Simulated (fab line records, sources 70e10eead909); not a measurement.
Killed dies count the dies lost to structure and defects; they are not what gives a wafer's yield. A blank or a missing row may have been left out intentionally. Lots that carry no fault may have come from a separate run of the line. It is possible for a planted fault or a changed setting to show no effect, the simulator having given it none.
Which tool is to blame?    flow nand-harc    14 lots with 42 wafers sampled at 4 steps, on a route of 1302 steps

## WHAT THE GAUGES READ, wafer by wafer
Not one reading of a measure or inspect step in the record can be checked against a usual standard deviation.

## TOOL THAT RAN EACH LOT (tool first, then ch and the chambers of the sampled wafers, then the start)
lot   NHARC_A_CHANNEL_HOLE_D2_ETCH_22   NHARC_A_CHANNEL_HOLE_D2_XSEM_32  NHARC_A_CHANNEL_FILL_D2_ALD_16    NHARC_A_CHANNEL_FILL_D2_CVD_05
L897  har-etch-01 ch 0,1, day 13 06:09  xsem-01 ch 0, day 13 10:53       ald-hk-04 ch 1,2,3, day 13 23:20  lpcvd-poly-02 ch 0, day 14 13:58
L899  har-etch-02 ch 0,1, day 14 08:13  xsem-01 ch 0, day 14 12:55       ald-hk-01 ch 1,2, day 15 01:26    lpcvd-poly-04 ch 0, day 15 16:53
L905  har-etch-01 ch 0,1, day 16 09:56  xsem-02 ch 0, day 16 14:44       ald-hk-02 ch 1,2,3, day 17 03:11  lpcvd-poly-04, day 17 17:17
L906  har-etch-02 ch 0,1, day 16 10:07  xsem-02 ch 0, day 16 14:56       ald-hk-01 ch 0,1,2, day 17 03:12  lpcvd-poly-04, day 17 17:17
L908  har-etch-02 ch 0,1, day 18 03:37  xsem-02 ch 0, day 18 08:19       ald-hk-04 ch 0,3, day 18 20:49    lpcvd-poly-02 ch 0, day 19 12:55
L910  har-etch-01 ch 1, day 18 22:14    xsem-02 ch 0, day 19 02:55       ald-hk-02 ch 0,1,2, day 19 15:23  lpcvd-poly-04 ch 0, day 20 05:46
L911  har-etch-02 ch 0,1, day 19 04:44  xsem-01 ch 0, day 19 09:17       ald-hk-01 ch 2,3, day 19 21:47    lpcvd-poly-02 ch 0, day 20 12:11
L913  har-etch-02 ch 0,1, day 19 20:05  xsem-02 ch 0, day 20 00:43       ald-hk-01 ch 0,1, day 20 13:09    lpcvd-poly-04 ch 0, day 21 03:51
L914  har-etch-01 ch 0,1, day 20 08:30  xsem-02 ch 0, day 20 13:15       ald-hk-02 ch 0,2,3, day 21 01:46  lpcvd-poly-02 ch 0, day 21 16:22
L916  har-etch-01 ch 0,1, day 21 14:17  xsem-02 ch 0, day 21 18:58       ald-hk-01 ch 1,2,3, day 22 07:44  lpcvd-poly-01 ch 0, day 22 22:32
L917  har-etch-02 ch 0,1, day 21 17:38  xsem-01 ch 0, day 21 22:23       ald-hk-01 ch 0,1,2, day 22 12:05  lpcvd-poly-04 ch 0, day 23 02:23
L918  har-etch-01 ch 0,1, day 21 18:28  xsem-02 ch 0, day 21 23:07       ald-hk-02 ch 1,3, day 22 12:03    lpcvd-poly-04 ch 0, day 23 02:23
L920  har-etch-02 ch 0,1, day 22 09:31  xsem-01 ch 0, day 22 14:06       ald-hk-04 ch 1,2, day 23 02:40    lpcvd-poly-04 ch 0, day 23 18:07
L919  har-etch-01 ch 0,1, day 22 10:47  xsem-02 ch 0, day 22 15:29       ald-hk-01 ch 0,1, day 23 02:42    lpcvd-poly-04 ch 0, day 23 18:07
- NHARC_A_CHANNEL_HOLE_D2_ETCH_22: etches the open film in C4F8/O2/Ar, time 666.7 s, target depth 1600 nm.
- NHARC_A_CHANNEL_HOLE_D2_XSEM_32
- NHARC_A_CHANNEL_FILL_D2_ALD_16: deposits SiO2, target thk 1.5 nm, pulse time 10 s, ald cycles 15.
- NHARC_A_CHANNEL_FILL_D2_CVD_05: deposits poly-Si, target thk 5 nm.

## WHAT THE TOOLS THEMSELVES READ (means of the sampled wafers that have a number; where no wafer has one, the mark that the record gives instead)
NHARC_A_CHANNEL_HOLE_D2_ETCH_22. Usual: drypump-motor-current-A 5.9 A, standard deviation 0.46; showerhead-plenum-p-Torr 3.62 Torr, standard deviation 0.074; temp-c -20.01 C, standard deviation 0.11; throttle-valve-pct 32.154 %, standard deviation 0.0093.
lot   tool         drypump-motor-current-A (A)  showerhead-plenum-p-Torr (Torr)  temp-c (C)  throttle-valve-pct (%)  flag
L897  har-etch-01  6.0                          3.65                             -19.97      32.152                  
L899  har-etch-02  6.0                          3.70                             -20.06      32.158                  
L905  har-etch-01  6.0                          3.62                             -19.89      32.152                  
L906  har-etch-02  6.1                          3.68                             -20.01      32.162                  
L908  har-etch-02  6.0                          3.68                             -20.01      32.164                  
L910  har-etch-01  6.2                          3.65                             -20.04      32.162                  
L911  har-etch-02  5.6                          3.63                             -19.89      32.151                  
L913  har-etch-02  5.6                          3.63                             -20.03      32.164                  
L914  har-etch-01  5.9                          3.55                             -20.05      32.156                  
L916  har-etch-01  6.0                          3.58                             -19.84      32.159                  
L917  har-etch-02  5.6                          3.61                             -20.13      32.151                  
L918  har-etch-01  6.0                          3.58                             -19.86      32.155                  
L920  har-etch-02  6.0                          3.64                             -20.13      32.156                  
L919  har-etch-01  6.0                          3.57                             -19.98      32.158                  

NHARC_A_CHANNEL_HOLE_D2_XSEM_32. Usual: bot-cd-nm 74.2 nm, standard deviation 1.4; bow-nm 8.49 nm, standard deviation 0.23; tilt-deg 0.09 degrees, standard deviation 0.044.
lot   tool     bot-cd-nm (nm)  bow-nm (nm)  tilt-deg (degrees)  flag
L897  xsem-01  72.0            8.59         0.12                
L899  xsem-01  72.8            8.72         0.06                
L905  xsem-02  75.1            8.37         0.14                
L906  xsem-02  76.1            8.75         0.07                
L908  xsem-02  75.5            8.24         0.10                
L910  xsem-02  74.6            8.38         0.09                
L911  xsem-01  74.1            8.40         0.02                
L913  xsem-02  74.7            8.56         0.11                
L914  xsem-02  75.9            8.59         0.12                
L916  xsem-02  74.6            8.47         0.04                
L917  xsem-01  72.8            8.71         0.04                
L918  xsem-02  75.2            8.07         0.10                
L920  xsem-01  73.8            8.19         0.06                
L919  xsem-02  74.0            8.72         0.02                

NHARC_A_CHANNEL_FILL_D2_ALD_16. Usual: heater-power-w 471 W, standard deviation 37; precursor-pulse-height-rel 1.005, standard deviation 0.021.
lot   tool       heater-power-w (W)  precursor-pulse-height-rel  flag
L897  ald-hk-04  444                 0.994                       
L899  ald-hk-01  485                 0.995                       
L905  ald-hk-02  500                 1.000                       
L906  ald-hk-01  461                 1.022                       
L908  ald-hk-04  485                 1.006                       
L910  ald-hk-02  502                 1.001                       
L911  ald-hk-01  484                 1.008                       
L913  ald-hk-01  425                 0.991                       
L914  ald-hk-02  490                 1.014                       
L916  ald-hk-01  452                 1.013                       
L917  ald-hk-01  435                 0.993                       
L918  ald-hk-02  507                 1.026                       
L920  ald-hk-04  436                 0.998                       
L919  ald-hk-01  403                 1.009                       

NHARC_A_CHANNEL_FILL_D2_CVD_05. Usual: spike-tc-bottom-C 570.9 C, standard deviation 2; spike-tc-centre-C 550.1 C, standard deviation 1.1; spike-tc-top-C 574.7 C, standard deviation 2.9; zone-power-centre-pct 7.7 %, standard deviation 0.44.
lot   tool           spike-tc-bottom-C (C)  spike-tc-centre-C (C)  spike-tc-top-C (C)  zone-power-centre-pct (%)  flag
L897  lpcvd-poly-02  574.7                  549.8                  573.6               8.0                        
L899  lpcvd-poly-04  570.5                  549.7                  578.6               7.2                        
L905  lpcvd-poly-04  -                      -                      -                   -                          OFF
L906  lpcvd-poly-04  -                      -                      -                   -                          OFF
L908  lpcvd-poly-02  573.1                  550.1                  572.3               8.0                        
L910  lpcvd-poly-04  568.9                  550.7                  577.0               7.1                        
L911  lpcvd-poly-02  573.9                  549.5                  572.4               8.0                        
L913  lpcvd-poly-04  569.9                  550.0                  577.9               7.2                        
L914  lpcvd-poly-02  573.3                  548.6                  573.7               8.0                        
L916  lpcvd-poly-01  569.5                  551.0                  572.3               8.0                        
L917  lpcvd-poly-04  569.7                  550.0                  577.1               7.2                        
L918  lpcvd-poly-04  569.7                  550.7                  577.9               7.1                        
L920  lpcvd-poly-04  569.7                  550.1                  577.9               7.2                        
L919  lpcvd-poly-04  570.3                  550.0                  577.5               7.2                        

## THE ANSWER, worked out from the rows above alone
Rule: lot off if the mean of its wafers having a number is beyond 3 standard deviations from the usual mean. Also off: a lot with no number at a reading for which 4 or more lots have one. All remaining lots with rows at the step are treated as sound. First the gauges in route order, then the tools' own readings, where a lot's mean is used as printed above. At the first step where some lot is off, the reading lying furthest off is the one used; lots without a number count as furthest.
Off: L905, L906, at NHARC_A_CHANNEL_FILL_D2_CVD_05 (spike-tc-bottom-C). Without a number there: L905, L906.
A tool fits if, at that step or a process step before it, it ran every lot that is off, and no sound lot after the first of them. Of those tried, none fits.

## WHAT HAD BEEN PUT IN BY THE SIMULATOR
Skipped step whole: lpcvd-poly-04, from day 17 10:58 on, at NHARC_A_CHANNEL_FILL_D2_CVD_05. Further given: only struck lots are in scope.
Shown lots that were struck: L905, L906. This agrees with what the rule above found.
